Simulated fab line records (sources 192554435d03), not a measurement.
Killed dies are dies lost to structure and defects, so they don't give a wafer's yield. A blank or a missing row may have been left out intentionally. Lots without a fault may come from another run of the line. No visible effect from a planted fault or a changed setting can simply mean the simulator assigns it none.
One fault through the eyes of 2 desks	flow n5 finfet	numbers are kept per desk, each desk with only its own; the story behind them comes last

## TOOL OWNER'S DESK, rie diel-01
The tool's own readings at N5_BEOL_M7_TRENCH_ETCH_37 (etches SiCOH lowk in C4F6/O2, target depth 93.478 nm, time 31.2 s): means of the sampled wafers that have a number, for each lot that ran on this tool. A lot is out of limits, marked OUT, if its mean lies more than 4 standard deviations from the usual mean; the brackets give that distance.
Columns: A = drypump motor current A at N5_BEOL_M7_TRENCH_ETCH_37, usual 5.6 A; B = oes product au at N5_BEOL_M7_TRENCH_ETCH_37, usual 0.77 a.u.; C = rf vpp V at N5_BEOL_M7_TRENCH_ETCH_37, usual 663 V; D = showerhead plenum p Torr at N5_BEOL_M7_TRENCH_ETCH_37, usual 2.80 Torr; E = throttle valve pct at N5_BEOL_M7_TRENCH_ETCH_37, usual 21.01 %
lot	first seen here	A	B	C	D	E
L143	day 10 13:23	6.2	0.73	676	2.87	20.60
L147	day 11 22:14	5.8	0.71	669	2.77	21.02
L159	day 15 07:38	5.9	0.71	674	2.72	21.07
Finding of this desk: none of the 3 lots has anything out of limits.

## AT THE METROLOGY DESK
Lot by lot, what the gauges showed, no matter which tool ran the lot: averages of those sampled wafers that carry a number. A lot is out of limits, marked OUT, if its mean lies more than 4 standard deviations from the usual mean; the brackets give that distance.
Columns: A = trench depth nm at N5_BEOL_M7_OCD_MEAS_38, usual 92.8 nm; B = cd nm at N5_BEOL_M7_CD_MEAS_35, usual 39.7 nm
lot	first seen here	A	B
L138	day 9 13:17	94.0	39.7
L143	day 10 13:32	91.8	39.7
L141	day 10 13:47	91.7	39.8
L146	day 11 12:27	93.6	39.7
L147	day 11 22:23	92.9	40.5
L149	day 11 23:07	94.3	39.7
L148	day 12 08:13	91.5	40.2
L152	day 12 08:37	94.1	39.6
L154	day 13 11:10	94.5	39.1
L159	day 15 07:48	96.0	38.6
L161	day 15 11:53	94.2	39.0
Finding of this desk: none of the 11 lots has anything out of limits.

## BROUGHT TOGETHER
The tool owner's desk saw nothing out of limits.
Metrology desk: nothing out of limits seen.

## WHAT HAD BEEN PUT IN BY THE SIMULATOR
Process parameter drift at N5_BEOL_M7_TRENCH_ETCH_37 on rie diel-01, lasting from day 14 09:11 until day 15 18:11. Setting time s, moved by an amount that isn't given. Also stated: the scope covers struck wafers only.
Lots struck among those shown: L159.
